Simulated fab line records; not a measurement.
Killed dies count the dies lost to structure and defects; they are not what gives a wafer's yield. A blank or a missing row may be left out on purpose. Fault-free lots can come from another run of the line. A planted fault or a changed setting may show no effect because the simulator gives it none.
Problem report in the 8D (eight disciplines) form, filled by code	flow nand_harc	the parts of the form that need people (team, actions taken, sign-off) are left out

## 1. THE ISSUE
Wafers with no fault read 29 with a standard deviation of 8.4, whereas killed_at_array at NHARC_END_SORT_01 reads a mean of 104 on 1 wafer of 1 lot. That puts it +8.9 standard deviations away from the usual mean.
First observed at day 24 06:53: wafer L494.2, on prober-01. The record has a number at this step for 4 wafers belonging to 2 lots. Rule for "out", or "out of limits": more than 4 standard deviations from the usual mean. All remaining wafers that have a number are taken as sound.

## 2. WHAT IT IS AND WHAT IT IS NOT
question	is	is not
which readings at this step	killed_at_array, killed_dies	killed_at_other, killed_at_periphery, killed_open, killed_short
which lots	L494	L488
which wafers of those lots	all that have a number	-
read on which gauges	prober-01	prober-02
when	from day 24 06:53	up to then (3 sound wafers)

## 3. THE SUSPECTS, EACH WITH WHAT RULES IT OUT
Counting: any tool at a process step up to the reading is kept as a suspect provided that every lot that is out went through it and no sound lot did after the first of them.
- the gauge at NHARC_END_SORT_01: kept. All the wafers that are out were read on prober-01, and no step on other tools shows them out.
- ald_sin_batch-02 at NHARC_A_CHANNEL_FILL_D1_ALD_03 (deposits SiNx, target thk 6 nm, pulse time 60 s, ald cycles 58): kept. It ran the lot that is out, L494 (day 14 00:42), and no sound lot after that. With no start given for some of its lots, NHARC_A_CHANNEL_FILL_D1_ALD_03 uses the hours and lot order of NHARC_A_CHANNEL_FILL_D1_ALD_16.
- ald_hk-02 at NHARC_A_CHANNEL_FILL_D1_ALD_16 (deposits SiO2, target thk 1.5 nm, pulse time 10 s, ald cycles 15): kept. It ran the lot that is out, L494 (day 14 00:42), and no sound lot after that.
- wet_bench-07 at NHARC_A_CHANNEL_FILL_D1_PRECLEAN_21 (cleans in dHF, time 30 s): kept. It ran the lot that is out, L494 (day 14 13:34), and no sound lot after that; its last sound lot up to then is L488 (day 13 12:04).
- rie_diel-09 at NHARC_A_CHANNEL_FILL_D1_ETCHBACK_08 (etches the open film in C4F8, target depth 220 nm, time 110 s): kept. It ran the lot that is out, L494 (day 15 15:20), and no sound lot after that; its last sound lot up to then is L488 (day 14 12:56). With no start given for some of its lots, NHARC_A_CHANNEL_FILL_D1_ETCHBACK_08 uses the hours and lot order of NHARC_A_STAIRCASE_ETCH_169.
- rie_diel-09 at NHARC_A_CHANNEL_FILL_D1_STRIP_29 (strips in O2, time 20 s): kept. It ran the lot that is out, L494 (day 15 15:20), and no sound lot after that; its last sound lot up to then is L488 (day 14 12:56). With no start given for some of its lots, NHARC_A_CHANNEL_FILL_D1_STRIP_29 uses the hours and lot order of NHARC_A_STAIRCASE_ETCH_169.
- rie_diel-08 at NHARC_A_STAIRCASE_ETCH_169 (etches the open film in CH3F/O2, target depth 50 nm, time 107.1 s): kept. It ran the lot that is out, L494 (day 15 15:20), and no sound lot after that; its last sound lot up to then is L488 (day 14 12:56).
Left after counting: ald_sin_batch-02 at NHARC_A_CHANNEL_FILL_D1_ALD_03, ald_hk-02 at NHARC_A_CHANNEL_FILL_D1_ALD_16, wet_bench-07 at NHARC_A_CHANNEL_FILL_D1_PRECLEAN_21, rie_diel-09 at NHARC_A_CHANNEL_FILL_D1_ETCHBACK_08, rie_diel-09 at NHARC_A_CHANNEL_FILL_D1_STRIP_29, rie_diel-08 at NHARC_A_STAIRCASE_ETCH_169, prober-01 at NHARC_END_SORT_01.

## 4. THE CAUSE (what the simulator had put in)
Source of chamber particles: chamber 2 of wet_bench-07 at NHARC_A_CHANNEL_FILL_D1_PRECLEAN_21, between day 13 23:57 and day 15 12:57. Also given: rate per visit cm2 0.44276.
After counting, 7 suspects remain, this tool included.

## 5. THE EFFECT CHAIN, in route order
One row per reading whose mean, taken over the struck wafers that have a number, lies over 3 standard deviations from the usual. Readings are gone through only where the record gives a usual standard deviation; hours: the median, over the lots, of the time from a lot's start at the first step in this table giving one to that lot's start at this step; sigmas: the change measured in usual standard deviations.
hours	step	reading	usual	on struck wafers	change	sigmas
0	NHARC_END_SORT_01	killed_at_array	29	104	+75	+8.9
0	NHARC_END_SORT_01	killed_dies	33	108	+75	+8.3

## 6. HOW IT WOULD HAVE BEEN CAUGHT EARLIER
247 hours passed between the start of the fault at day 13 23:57 and the first reading out of limits at a measuring or inspecting step in this record, taken at day 24 06:53.
Lots out: 1; all had begun NHARC_A_CHANNEL_FILL_D1_PRECLEAN_21 on wet_bench-07 by day 24 06:53. Holding the tool at that point would not have protected any of them.
